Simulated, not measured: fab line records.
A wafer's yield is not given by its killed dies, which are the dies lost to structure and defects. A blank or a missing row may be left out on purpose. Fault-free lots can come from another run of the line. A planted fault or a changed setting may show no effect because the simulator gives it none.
Matching of chambers    flow nand_harc    NHARC_A_STAIRCASE_TRIM_196 on rie_diel-13 has 4 sister chambers
The step chemistry O2, time 211.2 s. 14 wafers are shown with their chamber, then 7 later ones without.

EACH WAFER AND ITS CHAMBER
wafer   chamber  drypump_motor_current_A (A)  showerhead_plenum_p_Torr (Torr)  rf_vpp_V (V)
L321.4  1        6.5                          3.77                             58.9
L321.5  2        4.9                          3.37                             57.1
L321.6  0        5.3                          3.52                             57.7
L328.2  2        4.9                          3.36                             57.1
L328.3  1        6.5                          3.76                             58.4
L328.6  0        5.3                          3.51                             57.5
L334.2  0        5.3                          3.50                             56.4
L334.4  3        6.0                          3.49                             58.4
L334.5  2        4.9                          3.35                             57.4
L337.1  2        4.9                          3.35                             57.6
L337.2  1        6.5                          3.74                             58.2
L337.4  3        6.1                          3.49                             58.1
L338.2  1        6.6                          3.74                             57.5
L338.4  3        6.0                          3.49                             58.8

SIGNATURES (means of the wafers above)
reading                   chamber 0  chamber 1  chamber 2  chamber 3  scatter within a chamber
drypump_motor_current_A   5.300      6.525      4.900      6.033      0.0376
showerhead_plenum_p_Torr  3.5100     3.7525     3.3575     3.4900     0.0107
rf_vpp_V                  57.200     58.250     57.300     58.433     0.492
Rule: for a wafer and a chamber, the distance is found by dividing, reading by reading, the gap between the wafer's reading and the chamber's mean by the reading's scatter, squaring, summing and taking the root. If the next closest chamber is less than 2 further off than the closest, the wafer can't be placed; otherwise it belongs to the closest. The scatter: the root of (the sum of the squares of (reading less its chamber's mean) over the shown wafers, divided by (wafers less chambers)).

WAFERS WITHOUT THEIR CHAMBER
wafer   drypump_motor_current_A (A)  showerhead_plenum_p_Torr (Torr)  rf_vpp_V (V)
L338.6  4.9                          3.34                             56.6
L339.2  6.5                          3.74                             59.9
L339.3  5.3                          3.49                             57.6
L339.5  6.0                          3.48                             58.3
L342.2  6.5                          3.73                             57.9
L342.3  6.1                          3.48                             59.0
L342.5  4.9                          3.34                             58.2

WHICH CHAMBER EACH ONE RAN IN
wafer   from the rows above  in truth
L338.6  2                    2
L339.2  1                    1
L339.3  0                    0
L339.5  3                    3
L342.2  1                    1
L342.3  3                    3
L342.5  2                    2
Correctly placed: 7 of 7. Left unplaced by these rows: 0. Wrongly placed: 0.
